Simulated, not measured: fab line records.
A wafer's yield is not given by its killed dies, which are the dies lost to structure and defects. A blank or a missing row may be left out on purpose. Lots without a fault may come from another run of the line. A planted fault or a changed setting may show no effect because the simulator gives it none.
Lot-split experiment | flow n5Finfet | 21 wafers read from 7 lots, route of 1938 steps

## THE SPLIT ITSELF
At N5_BEOL_M12_ILD_DEP_00 (deposits SiOC from DEMS/O2, target thk 658.92 nm, time 130.7 s), the setting timeS was moved away from the recipe's 130.7 s on 6 of the 21 wafers read, by -8.1% to +8.5%. This setting was run at the recipe's value on the other wafers.

No step appears in the file between the split and the reading.

## THE READING
M12_ILD_THK at N5_BEOL_M12_THK_MEAS_01, in nm. A value of 661 nm with a standard deviation of 8.5 nm is what fault-free wafers of this fab line usually give.

wafer  | tool, chamber at the split | timeS as run, s | against the recipe | M12_ILD_THK, nm | against lot-mates on the recipe
L074.1 | pecvd-02, 1                | 130.7           | recipe             | 649             | -
L074.4 | pecvd-02, 0                | 130.7           | recipe             | 664             | -
L074.6 | pecvd-02, 1                | 130.7           | recipe             | 662             | -
L078.1 | pecvd-04, 2                | 130.7           | recipe             | 655             | -
L078.2 | pecvd-04, 1                | 130.7           | recipe             | 654             | -
L078.6 | pecvd-04, 2                | 130.7           | recipe             | 672             | -
L079.1 | pecvd-04, 2                | 141.8           | +8.5%              | 713             | no lot-mate on the recipe
L079.2 | pecvd-04, 0                | 141.8           | +8.5%              | 713             | no lot-mate on the recipe
L079.6 | pecvd-04, 0                | 141.8           | +8.5%              | 717             | no lot-mate on the recipe
L085.1 | pecvd-04, 1                | 125.5           | -4.0%              | 627             | -27
L085.3 | pecvd-04, 2                | 130.7           | recipe             | 642             | -
L085.5 | pecvd-04, 2                | 130.7           | recipe             | 666             | -
L094.4 | pecvd-04, 1                | 130.7           | recipe             | 669             | -
L094.5 | pecvd-04, 2                | 120.1           | -8.1%              | 612             | -57
L094.6 | pecvd-04, 0                | 120.1           | -8.1%              | 608             | -61
L093.1 | pecvd-01, 1                | 130.7           | recipe             | 649             | -
L093.4 | pecvd-01, 2                | 130.7           | recipe             | 667             | -
L093.6 | pecvd-01, 0                | 130.7           | recipe             | 672             | -
L095.1 | pecvd-02, 2                | 130.7           | recipe             | 663             | -
L095.2 | pecvd-02, 1                | 130.7           | recipe             | 661             | -
L095.6 | pecvd-02, 2                | 130.7           | recipe             | 672             | -

THE FIT
A straight line over all 21 wafers: M12_ILD_THK changes by +6.39 nm for each +1% of timeS; r = +0.96; the points scatter about the line by 8.4 nm.
The same after taking each lot's own level away (the mean of its wafers on the recipe; 18 wafers): +7.23 nm for each +1%; r = +0.93; scatter 7.9 nm.
The reading moves by 61 nm for the largest change in timeS, on that fit.
Across the lots, their own levels run from 654.0 to 669.0 nm, a range of 1.8 times the standard deviation given above.
In other words, the slope is changed by the lot-to-lot level; the two fits disagree.
Check: for one of the wafers moved furthest among these (-8.1%), held out of the fit, the line's prediction against its lot-mates is -59.9 nm. Against them it came out at -57 nm.

## OTHER SPLITS ON THESE WAFERS
Other splits were also applied to these wafers ahead of the reading. Each is held against what the fit with the lots' levels taken away leaves over:
other split on the same wafers | wafers away from the commonest value | r with M12_ILD_THK (lot level and that fit taken away)
N5_BEOL_M11_DESCUM_16 timeS    | 4                                    | -0.21

## THE WHOLE CHAIN: every reading that the file lists as answering this split, in the file's order
step                    | what it does                                                   | reading                                                                            | change (the file's fit)              | r (the file's)
N5_BEOL_M12_ILD_DEP_00  | deposits SiOC from DEMS/O2, target thk 658.92 nm, time 130.7 s | SiOC_of_BEOL_M12_ILD_DEP_00.thkNm (the simulator's own value, which no gauge read) | +7.15 nm for each +1% of the setting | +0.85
N5_BEOL_M12_THK_MEAS_01 |                                                                | M12_ILD_THK                                                                        | +7.17 for each +1% of the setting    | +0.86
N5_BEOL_M12_VIA_ETCH_16 | etches SiOC in C4F8/O2/Ar, target depth 724.8 nm               | etch.depthNm (the simulator's own value, which no gauge read)                      | +7.14 nm for each +1% of the setting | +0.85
N5_BEOL_M12_STRIP_71    | strips in post etch residue remover, time 60 s                 | SiOC_of_BEOL_M12_ILD_DEP_00.thkNm (the simulator's own value, which no gauge read) | +7.14 nm for each +1% of the setting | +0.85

## FILE'S OWN FIT
M12_ILD_THK changes by +7.17 nm for each +1% of timeS, r = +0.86.
